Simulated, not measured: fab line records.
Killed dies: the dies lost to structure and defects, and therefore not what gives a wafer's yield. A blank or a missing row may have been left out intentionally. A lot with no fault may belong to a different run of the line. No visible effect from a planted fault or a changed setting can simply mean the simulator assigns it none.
Comparing a struck lot with a sound one :: flow nand harc :: 15 steps out of a route of 1159
Sound: these wafers, L577.2, L577.4, L577.6. Wafers struck: L588.1, L588.3, L588.6. The cause is named last.
Order at every step that has rows: each side's tool, ch and its chambers, its first start. Under that, the readings that differ: sound wafers :: struck wafers :: difference of the means :: sigmas: that difference in standard deviations of wafers without a fault.
alike: same words and numbers on both sides, and readings whose means sit less than 2 such deviations apart. not compared: any withheld reading, any reading some wafer has no value for, any bound like >300 that may hide the same value, and any number with overlapping values for which the record gives no deviation.
Wherever a step has rows on one side only, a row that says differs or no value, or a row with sigmas, the two part there. Numbers that don't overlap but have no deviation are shown without sigmas and don't part them. A reading missing from all wafers of one side parts the sides only when that side holds two or more wafers.

first, 1 step without rows for these wafers: NHARC_P_CONTACT_ETCH_35 (etches the open film in CF4, target depth 39 nm, time 65 s).
NHARC_P_CONTACT_ETCH_36: etches the open film in N2/H2, target depth 260 nm, time 406.25 s.
  sound: rie diel-04 ch 0,1; struck: rie diel-08 ch 0,1,2
reading: rf vpp V (V)
sound: 426.9 428.2 427.3
struck: 436.0 429.2 432.3
difference: +5.0
sigmas: +2
  alike: bias w, drypump motor current A, mfc ar sccm, oes product au, showerhead plenum p Torr, throttle valve pct
  not compared: rf hours counter h
NHARC_P_CONTACT_ETCH_18: etches the open film in C4F8/O2/Ar, target depth 481 nm, time 240.5 s.
  sound: rie diel-04 ch 0,2,3; struck: rie diel-08 ch 0,1,2
  alike: bias w, oes product au, rf vpp V
  not compared: rf hours counter h
then, 2 steps without rows for these wafers: NHARC_P_CONTACT_STRIP_37 (strips in C4F8/O2/Ar); NHARC_P_CONTACT_ETCH_31 (etches the open film in CH3F/O2, target depth 30 nm, time 85.7 s).
NHARC_P_CONTACT_CD_MEAS_19:
  sound: cd sem-02 at day 6 02:01; struck: cd sem-03 at day 8 23:05
  alike: cd nm
NHARC_P_CONTACT_STRIP_28: strips in O2.
  sound on rie diel-11 ch 0,1,3, day 6 02:08; struck on rie diel-08 ch 0,3, day 8 23:10
  alike: drypump motor current A, mfc ar sccm, oes product au, rf vpp V, showerhead plenum p Torr, throttle valve pct
  not compared: rf hours counter h
then, 1 step without rows for these wafers: NHARC_P_CONTACT_STRIP_29 (strips in post etch residue remover, time 1200 s).
NHARC_P_CONTACT_DEGAS_38: time 60 s.
  sound: pvd sputter-03 at day 6 02:46; struck: pvd sputter-01 at day 8 23:49
  alike: heater power w
then, 2 steps without rows for these wafers: NHARC_P_CONTACT_PRE_CLEAN_39 (time 19.5 s); NHARC_P_CONTACT_PVD_32 (deposits Ti, target thk 5 nm, time 17.7 s).
NHARC_P_CONTACT_ALD_22: deposits TiN, target thk 3 nm, pulse time 1 s, ald cycles 150.
  sound on ald metal-01 ch 0,2, day 6 03:01; struck on ald metal-01 ch 0,1, day 9 00:03
  alike: heater power w, precursor pulse height rel
NHARC_P_CONTACT_CVD_23: deposits W, target thk 200 nm, time 557 s.
  sound on cvd w-01 ch 0,1, day 6 12:03; struck on cvd w-01 ch 0,1, day 9 01:28
  alike: heater power w, mfc ar sccm, throttle valve pct
NHARC_P_CONTACT_CMP_24: polishes, t overpolish 30 s, target thk 200 nm.
  sound on cmp-03 ch 0,1, day 6 12:42; struck on cmp-04 ch 0,2, day 9 02:09
reading: time to endpoint s (s)
sound: 40.4 39.0 40.7
struck: 75.8 74.7 75.1
difference: +35.2
sigmas: +19
  alike: motor current A, overpolish run s
next, for these wafers, 1 step has no rows: NHARC_END_SORT_01.

## WHERE THEY PART
Earliest at NHARC_P_CONTACT_ETCH_36; latest, in this record, at NHARC_P_CONTACT_CMP_24.

WHY: what had been put in by the simulator
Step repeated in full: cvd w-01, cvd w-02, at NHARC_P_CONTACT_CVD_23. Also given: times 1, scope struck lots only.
